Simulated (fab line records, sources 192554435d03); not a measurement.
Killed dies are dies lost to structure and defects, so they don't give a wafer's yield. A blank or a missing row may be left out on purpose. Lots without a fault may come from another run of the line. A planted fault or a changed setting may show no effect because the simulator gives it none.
Chamber matching | flow n5_finfet | N5_STI_FIN_REVEAL_ETCH_34 on rie_si-06: 4 sister chambers
The step etches Si in H2, material Si, target depth 0.97 nm. 16 wafers are shown with their chamber, then 8 later ones without.

WAFERS WITH THEIR CHAMBER
wafer  | chamber | throttle_valve_pct (%) | drypump_motor_current_A (A) | oes_product_au (a.u.)
L075.1 | 1       | 25.5                   | 6.5                         | 1.015
L075.3 | 3       | 26.0                   | 5.7                         | 1.031
L075.4 | 0       | 25.0                   | 5.9                         | 0.952
L076.1 | 2       | 25.8                   | 5.6                         | 1.005
L076.3 | 0       | 25.0                   | 6.0                         | 0.958
L076.6 | 0       | 25.0                   | 6.0                         | 0.969
L078.2 | 2       | 25.8                   | 5.6                         | 0.993
L078.4 | 3       | 26.0                   | 5.7                         | 1.029
L078.5 | 3       | 26.0                   | 5.7                         | 1.023
L085.3 | 0       | 25.0                   | 6.0                         | 0.951
L085.5 | 2       | 25.8                   | 5.6                         | 0.989
L085.6 | 3       | 26.0                   | 5.7                         | 1.017
L086.1 | 0       | 25.0                   | 6.0                         | 0.965
L086.3 | 2       | 25.7                   | 5.6                         | 1.003
L086.4 | 3       | 26.0                   | 5.7                         | 1.019
L087.2 | 2       | 25.8                   | 5.6                         | 1.000

SIGNATURES (means of the wafers above)
reading                 | chamber 0 | chamber 1 | chamber 2 | chamber 3 | scatter within a chamber
throttle_valve_pct      | 25.000    | 25.500    | 25.780    | 26.000    | 0.0258
drypump_motor_current_A | 5.980     | 6.500     | 5.600     | 5.700     | 0.0258
oes_product_au          | 0.95900   | 1.01500   | 0.99800   | 1.02380   | 0.00697
Rule: a wafer's distance from a chamber is the root of the sum, over the readings, of the square of ((its reading less the chamber's mean) divided by the reading's scatter). The wafer belongs to the nearest chamber; if the next one is less than 2 further off, it can't be placed. The scatter: the root of (the sum of the squares of (reading less its chamber's mean) over the shown wafers, divided by (wafers less chambers)).

WAFERS WITHOUT THEIR CHAMBER
wafer  | throttle_valve_pct (%) | drypump_motor_current_A (A) | oes_product_au (a.u.)
L087.3 | 25.1                   | 5.9                         | 0.957
L087.5 | 25.0                   | 5.9                         | 0.963
L089.1 | 26.0                   | 5.7                         | 1.012
L089.5 | 26.0                   | 5.6                         | 1.012
L089.6 | 25.0                   | 5.9                         | 0.957
L096.1 | 25.8                   | 5.6                         | 0.999
L096.5 | 26.0                   | 5.7                         | 1.022
L096.6 | 25.8                   | 5.6                         | 0.997

WHICH CHAMBER EACH WENT THROUGH
wafer  | from the rows above | in truth
L087.3 | 0                   | 0
L087.5 | 0                   | 0
L089.1 | 3                   | 3
L089.5 | 3                   | 3
L089.6 | 0                   | 0
L096.1 | 2                   | 2
L096.5 | 3                   | 3
L096.6 | 2                   | 2
Placed correctly: 8 of 8. Can't be placed from these rows: 0. Placed wrongly: 0.
